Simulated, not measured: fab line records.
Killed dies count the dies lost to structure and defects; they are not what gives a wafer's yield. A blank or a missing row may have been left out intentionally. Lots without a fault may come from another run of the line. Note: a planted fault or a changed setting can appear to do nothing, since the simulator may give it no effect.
Struck lot and sound lot, side by side :: flow n5Finfet :: 16 steps out of a route of 1938
Sound: wafers L563.3, L563.5, L563.6. Wafers L569.2, L569.3, L569.6 were the ones struck. The cause comes at the end.
For every step that has rows: the tool of each side, followed by ch and its chambers, followed by its first start. Under that, the readings that differ: sound wafers :: struck wafers :: difference of the means :: sigmas: that difference in standard deviations of wafers without a fault.
alike: words and numbers the same on both sides, and readings whose means are apart by under 2 such deviations; not compared: readings that were withheld, readings missing a value for some wafer, numbers with overlapping values and no deviation given by the record, and bounds like >300 which may hide the same value.
A row with sigmas, a row that says differs or no value, or rows on one side alone: a step with any of these is where the two part. Numbers that have no deviation but don't overlap get no sigmas and don't part them. A reading missing from all wafers of one side parts the sides only when that side holds two or more wafers.

N5_BEOL_M0_SAQP_CD_MEAS_40: target cd 30 nm.
  sound on cdSem-02 ch 0, day 8 05:23; struck on cdSem-01 ch 0, day 9 21:29
  alike: cdNm
N5_BEOL_M0_SAQP_OVL_MEAS_41:
  sound on overlay-02 ch 0, day 8 05:25; struck on overlay-01 ch 0, day 9 21:32
  alike: M0_CUT1_OVL
N5_BEOL_M0_SAQP_INSPECT_42: inspects for defects (brightfield).
  sound: defectInspect-01 at day 8 05:28; struck: defectInspect-01 at day 9 21:35
  alike: rawDefectCount
N5_BEOL_M0_SAQP_DESCUM_45: chemistry O2, time 7 s.
  sound on rieDiel-03 ch 0,1, day 8 05:31; struck on rieDiel-02 ch 0,2,3, day 9 21:37
  alike: drypumpMotorCurrentA, oesProductAu, rfVppV, showerheadPlenumPTorr, throttleValvePct
  not compared: rfHoursCounterH
N5_BEOL_M0_SAQP_ETCH_88: etches underlayer in N2/H2, target depth 6.5 nm, time 5.2 s.
  sound on rieDiel-03 ch 0,1, day 8 05:32; struck on rieDiel-02 ch 0,2,3, day 9 21:39
  alike: drypumpMotorCurrentA, etchRfOnTimeS, oesProductAu, rfVppV, showerheadPlenumPTorr, throttleValvePct
  not compared: rfHoursCounterH
N5_BEOL_M0_SAQP_ETCH_73: etches SiARC in CF4, target depth 19.5 nm, time 32.5 s.
  sound on rieDiel-03 ch 0,1, day 8 05:34; struck on rieDiel-02 ch 0,2,3, day 9 21:40
  alike: drypumpMotorCurrentA, etchRfOnTimeS, oesProductAu, rfVppV, showerheadPlenumPTorr, throttleValvePct
  not compared: rfHoursCounterH
N5_BEOL_M0_SAQP_CUT_ETCH_46: etches SOC in N2/H2, target depth 135 nm, overetch 27 nm, time 202.5 s.
  sound on rieDiel-03 ch 0,1, day 8 05:35; struck on rieDiel-02 ch 0,2,3, day 9 21:42
  alike: drypumpMotorCurrentA, rfVppV, showerheadPlenumPTorr, throttleValvePct
  not compared: rfHoursCounterH
then, 4 steps without rows for these wafers: N5_BEOL_M0_SAQP_STRIP_74 (strips in N2/H2); N5_BEOL_M0_SAQP_STRIP_89 (strips in N2/H2); N5_BEOL_M0_SAQP_ALD_48 (deposits SiO2, target thk 20 nm, pulse time 1 s, co reactant pulse time 1 s); N5_BEOL_M0_SAQP_ETCH_49 (etches SiO2 in CF4/O2, target depth 37 nm).
N5_BEOL_M0_SAQP_STRIP_75: strips in CF4.
  sound on rieDiel-01 ch 1,2,3, day 8 06:27; struck on rieDiel-02 ch 1,3, day 9 22:31
  alike: drypumpMotorCurrentA, oesProductAu, rfVppV, showerheadPlenumPTorr, throttleValvePct
  not compared: rfHoursCounterH
N5_BEOL_M0_CUTY_COAT_50: time 60 s, resist thk 15 nm.
  sound on lithoTrack-05 ch 0, day 8 06:30; struck on lithoTrack-05 ch 0, day 9 22:34
reading: spinSpeedRpm (rpm)
sound: 1499.2 1498.0 1498.9
struck: 1648.0 1649.3 1648.6
difference: +149.9
sigmas: +99 or more

reading: model.SiARC_of_BEOL_M0_CUTY_COAT_50.thkNm (nm)
sound: 15 15 15
struck: 14.2 14.2 14.2
difference: -0.8
sigmas: 
  alike: dispensePressureKPa
then, 1 step without rows for these wafers: N5_BEOL_M0_CUTY_COAT_51 (resist thk 150 nm).
-- the record jumps here: 2 days lie between the struck wafers' starts before and after (it left off in module BEOL_M0_CUTY and takes up again in module BEOL_M4, whose first step shown is number 1111 of the route) --
N5_BEOL_M4_RC_MEAS_101:
  sound on prober-02 ch 0, day 10 11:00; struck on prober-01 ch 0, day 12 01:40
  alike: DIBL_N, DIBL_P, IOFF_N, IOFF_P, ION_N, ION_P, SS_N, SS_P, VT_N, VT_P
then, 1 step without rows for these wafers: N5_PASSIVATION_PROBE_49.

## WHERE THEY PART
Only at N5_BEOL_M0_CUTY_COAT_50, within this record. Later steps at which nothing parts them and some readings are alike: N5_BEOL_M4_RC_MEAS_101.

WHY: what the simulator had put in
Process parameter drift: lithoTrack-05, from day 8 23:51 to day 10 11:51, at N5_BEOL_M0_CUTY_COAT_50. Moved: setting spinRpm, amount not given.
